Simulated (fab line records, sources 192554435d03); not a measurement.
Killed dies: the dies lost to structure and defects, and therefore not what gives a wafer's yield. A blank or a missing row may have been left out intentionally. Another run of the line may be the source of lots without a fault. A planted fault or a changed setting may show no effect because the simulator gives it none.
Problem report, 8D (eight disciplines) form, completed by code :: flow n5 finfet :: the parts of the form that need people (team, actions taken, sign-off) are left out

== 1. WHAT IS WRONG ==
Wafers without a fault read 10.25 s, standard deviation 0.27; etch rf on time s at N5_MOL_CONTACT_COAG_ETCH_59 reads a mean of 6.83 s on 2 wafers belonging to 2 lots. Relative to the usual mean, that is a shift of -13 standard deviations.
The step: etches underlayer in N2/H2, target depth 13 nm, time 10.4 s.
First observed at day 8 12:19: wafer L560.1, on rie diel-06. The record holds 24 wafers of 8 lots with a number at this step. By rule, "out" or "out of limits" means more than 4 standard deviations away from the usual mean. The rest of the wafers with a number are treated as sound.

== 2. WHAT IT IS, AND WHAT IT ISN'T ==
question: which readings at this step
is: etch rf on time s
is not: bias w, drypump motor current A, h2 flow sccm, rf vpp V, showerhead plenum p Torr, throttle valve pct

question: which lots
is: L560, L564
is not: L546, L547, L549, L551, L553, L554

question: which wafers of those lots
is: L560.1, L564.1
is not: L560.3, L560.5, L564.3, L564.5

question: read on which tools
is: rie diel-06
is not: rie diel-01, rie diel-02

question: when
is: from day 8 12:19
is not: up to then (20 sound wafers); but 2 sound wafers of L564 came after

== 3. WHAT RULES OUT EACH SUSPECT ==
Counting: a tool at a process step up to the reading stays a suspect if it ran every lot that is out. Sound lots after the first of them don't rule it out here, since some wafers of a struck lot are sound.
- rie diel-06 at N5_MOL_CONTACT_COAG_ETCH_59 (etches underlayer in N2/H2, target depth 13 nm, time 10.4 s): kept. Every lot that is out went through it, the first being L560 (day 8 12:19); the last sound lot it ran before that was L547 (day 5 11:04). On those wafers its own readings are out: etch rf on time s.
Remaining after the count: rie diel-06 at N5_MOL_CONTACT_COAG_ETCH_59.

== 4. THE CAUSE (what the simulator had put in) ==
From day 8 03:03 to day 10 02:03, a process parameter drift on rie diel-06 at N5_MOL_CONTACT_COAG_ETCH_59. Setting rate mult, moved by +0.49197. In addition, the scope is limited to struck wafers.
Counting left only this tool.

== 5. THE CHAIN OF EFFECTS, in route order ==
Each row: a reading whose mean over the struck wafers that have a number lies more than 3 standard deviations from the usual. Only readings for which the record gives a usual standard deviation are gone through. hours: the time from each lot's start at the first step in this table that gives one to its start at this step, as a median over the lots. sigmas: the change in usual standard deviations.
hours: 0
step: N5_MOL_CONTACT_COAG_ETCH_59
reading: chamber pressure mTorr
usual: 29.997 mTorr
on struck wafers: 29.911
change: -0.086
sigmas: -3.3

hours: 0
step: N5_MOL_CONTACT_COAG_ETCH_59
reading: etch rf on time s
usual: 10.25 s
on struck wafers: 6.83
change: -3.42
sigmas: -13
The process steps in it:
- N5_MOL_CONTACT_COAG_ETCH_59: etches underlayer in N2/H2, target depth 13 nm, time 10.4 s.
At these later measuring or inspecting steps, every struck wafer for which the step has a row has a number for every such reading, and none has moved that far: N5_BEOL_M4_RC_MEAS_101.

== 6. WHAT WOULD HAVE CAUGHT IT SOONER ==
The fault began at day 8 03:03; the first out-of-limits reading in this record came at day 8 12:19, 9 hours later.
